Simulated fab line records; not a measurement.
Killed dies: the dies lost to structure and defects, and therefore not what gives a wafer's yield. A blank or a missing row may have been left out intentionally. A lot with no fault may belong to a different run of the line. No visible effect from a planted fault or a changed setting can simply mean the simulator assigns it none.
Lot-split experiment / flow n5 finfet / route with 1938 steps; 7 lots, 21 wafers read

== THE SPLIT ==
At N5_BEOL_M7_TRENCH_ETCH_37 (etches SiCOH lowk in C4F6/O2, target depth 93.478 nm, time 31.2 s), the setting time s was moved away from the recipe's 31.2 s on 4 of the 21 wafers read, by -18.7% to +10.3%. All remaining wafers had this setting at the recipe value.

== FROM THE SPLIT TO THE READING: what the file shows between them, 16 steps ==
- N5_BEOL_M7_ETCH_41: etches SiCN in CH3F/O2, target depth 31.9 nm, time 57.8 s (also split here: source w)
- N5_BEOL_M7_STRIP_80: strips in N2/H2, time 10 s
- N5_BEOL_M7_OCD_MEAS_38
- N5_BEOL_M7_HM_STRIP_39: strips TiN in peroxide tin strip, target depth 25 nm, time 158 s
- N5_BEOL_M7_SRD_40: time 30 s
- N5_BEOL_M7_PRECLEAN_42: cleans in residue remover, time 60 s
- N5_BEOL_M7_SRD_43: time 30 s
- N5_BEOL_M7_CD_MEAS_35: target cd 40 nm
- N5_BEOL_M7_CURE_75: cures SiCOH lowk, time 120 s
- N5_BEOL_M7_DEGAS_44: time 60 s
- N5_BEOL_M7_ECD_50: material Cu, target thk 300 nm
- N5_BEOL_M7_ANNEAL_51: time 90 s
- N5_BEOL_M7_CMP_52: polishes, stops on SiCOH lowk, t overpolish 6.9 s, target thk 80 nm
- N5_BEOL_M7_THK_MEAS_53: measures by xrf
- N5_BEOL_M7_PRE_CLEAN_55: time 15 s
- N5_BEOL_M7_DEP_56: deposits SiCN from 3MS/NH3, target thk 10 nm, time 17.5 s

== THE READING ==
Measured at N5_BEOL_M7_RS_MEAS_57 by four-point probe: M7_RS, in ohm/sq. A value of 0.285 ohm/sq with a standard deviation of 0.009 ohm/sq is what fault-free wafers of this fab line usually give.

wafer=L081.1; tool, chamber at the split=rie diel-04, 2; time s as run, s=31.2; against the recipe=recipe; M7_RS, ohm/sq=0.277; against lot-mates on the recipe=-
wafer=L081.2; tool, chamber at the split=rie diel-04, 0; time s as run, s=31.2; against the recipe=recipe; M7_RS, ohm/sq=0.273; against lot-mates on the recipe=-
wafer=L081.3; tool, chamber at the split=rie diel-04, 1; time s as run, s=34.4; against the recipe=+10.3%; M7_RS, ohm/sq=0.245; against lot-mates on the recipe=-0.030
wafer=L083.2; tool, chamber at the split=rie diel-05, 0; time s as run, s=25.35; against the recipe=-18.7%; M7_RS, ohm/sq=0.395; against lot-mates on the recipe=+0.105
wafer=L083.3; tool, chamber at the split=rie diel-05, 1; time s as run, s=25.35; against the recipe=-18.7%; M7_RS, ohm/sq=0.395; against lot-mates on the recipe=+0.105
wafer=L083.4; tool, chamber at the split=rie diel-05, 3; time s as run, s=31.2; against the recipe=recipe; M7_RS, ohm/sq=0.290; against lot-mates on the recipe=-
wafer=L087.1; tool, chamber at the split=rie diel-01, 0; time s as run, s=31.2; against the recipe=recipe; M7_RS, ohm/sq=0.287; against lot-mates on the recipe=-
wafer=L087.2; tool, chamber at the split=rie diel-01, 1; time s as run, s=31.2; against the recipe=recipe; M7_RS, ohm/sq=0.283; against lot-mates on the recipe=-
wafer=L087.4; tool, chamber at the split=rie diel-01, 3; time s as run, s=31.2; against the recipe=recipe; M7_RS, ohm/sq=0.287; against lot-mates on the recipe=-
wafer=L091.1; tool, chamber at the split=rie diel-05, 0; time s as run, s=31.2; against the recipe=recipe; M7_RS, ohm/sq=0.299; against lot-mates on the recipe=-
wafer=L091.2; tool, chamber at the split=rie diel-05, 1; time s as run, s=31.2; against the recipe=recipe; M7_RS, ohm/sq=0.281; against lot-mates on the recipe=-
wafer=L091.5; tool, chamber at the split=rie diel-05, 0; time s as run, s=31.2; against the recipe=recipe; M7_RS, ohm/sq=0.296; against lot-mates on the recipe=-
wafer=L094.1; tool, chamber at the split=rie diel-01, 3; time s as run, s=31.2; against the recipe=recipe; M7_RS, ohm/sq=0.293; against lot-mates on the recipe=-
wafer=L094.2; tool, chamber at the split=rie diel-01, 2; time s as run, s=31.2; against the recipe=recipe; M7_RS, ohm/sq=0.287; against lot-mates on the recipe=-
wafer=L094.4; tool, chamber at the split=rie diel-01, 1; time s as run, s=31.2; against the recipe=recipe; M7_RS, ohm/sq=0.292; against lot-mates on the recipe=-
wafer=L093.2; tool, chamber at the split=rie diel-01, 0; time s as run, s=31.2; against the recipe=recipe; M7_RS, ohm/sq=0.279; against lot-mates on the recipe=-
wafer=L093.3; tool, chamber at the split=rie diel-01, 3; time s as run, s=34.41; against the recipe=+10.3%; M7_RS, ohm/sq=0.252; against lot-mates on the recipe=-0.032
wafer=L093.4; tool, chamber at the split=rie diel-01, 2; time s as run, s=31.2; against the recipe=recipe; M7_RS, ohm/sq=0.290; against lot-mates on the recipe=-
wafer=L096.1; tool, chamber at the split=rie diel-05, 1; time s as run, s=31.2; against the recipe=recipe; M7_RS, ohm/sq=0.286; against lot-mates on the recipe=-
wafer=L096.2; tool, chamber at the split=rie diel-05, 2; time s as run, s=31.2; against the recipe=recipe; M7_RS, ohm/sq=0.290; against lot-mates on the recipe=-
wafer=L096.3; tool, chamber at the split=rie diel-05, 0; time s as run, s=31.2; against the recipe=recipe; M7_RS, ohm/sq=0.296; against lot-mates on the recipe=-

THE FIT
A straight line over all 21 wafers: M7_RS changes by -0.00524 ohm/sq for each +1% of time s; r = -0.97; the points scatter about the line by 0.0084 ohm/sq.
The same after taking each lot's own level away (the mean of its wafers on the recipe; 21 wafers): -0.00495 ohm/sq for each +1%; r = -0.97; scatter 0.008 ohm/sq.
The reading moves by 0.093 ohm/sq for the largest change in time s, on that fit.
Across the lots, their own levels run from 0.2750 to 0.2920 ohm/sq, a range of 1.9 times the standard deviation given above.
Hence the lot-to-lot level has little effect on the slope; both slopes agree.
Check: +0.0897 ohm/sq against its lot-mates is what the line predicts for one of the wafers moved furthest among these (-18.7%) when that wafer is left out of the fit. It came out at +0.105 ohm/sq against them.

== OTHER SPLITS APPLIED TO THESE WAFERS ==
These wafers also went through other splits before the reading. Each is held against what the fit with the lots' levels taken away leaves over:
other split on the same wafers=N5_BEOL_M7_ETCH_41 source w; wafers away from the commonest value=7; r with M7_RS (lot level and that fit taken away)=+0.23

== THE WHOLE CHAIN: every reading that the file lists as answering this split, in the file's order ==
step=N5_BEOL_M7_TRENCH_ETCH_37; what it does=etches SiCOH lowk in C4F6/O2, target depth 93.478 nm, time 31.2 s; reading=etch.depth nm (the simulator's own value, which no gauge read); change (the file's fit)=+0.911 nm for each +1% of the setting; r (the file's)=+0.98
step=N5_BEOL_M7_TRENCH_ETCH_37; what it does=etches SiCOH lowk in C4F6/O2, target depth 93.478 nm, time 31.2 s; reading=BEOL_M7.feature depth nm (the simulator's own value, which no gauge read); change (the file's fit)=+0.912 nm for each +1% of the setting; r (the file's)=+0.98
step=N5_BEOL_M7_OCD_MEAS_38; what it does=; reading=trench depth nm; change (the file's fit)=+0.909 nm for each +1% of the setting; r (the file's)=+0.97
step=N5_BEOL_M7_CMP_52; what it does=polishes, stops on SiCOH lowk, t overpolish 6.9 s, target thk 80 nm; reading=Cu_of_BEOL_M7_ECD_50.thk nm (the simulator's own value, which no gauge read); change (the file's fit)=+0.923 nm for each +1% of the setting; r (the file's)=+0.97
step=N5_BEOL_M7_THK_MEAS_53; what it does=measures by xrf; reading=M7_THK; change (the file's fit)=+0.928 for each +1% of the setting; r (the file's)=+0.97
step=N5_BEOL_M7_RS_MEAS_57; what it does=measures by four-point-probe; reading=M7_RS; change (the file's fit)=-0.00463 for each +1% of the setting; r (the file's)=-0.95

== FILE'S OWN FIT ==
M7_RS changes by -0.00463 ohm/sq for each +1% of time s, r = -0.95.
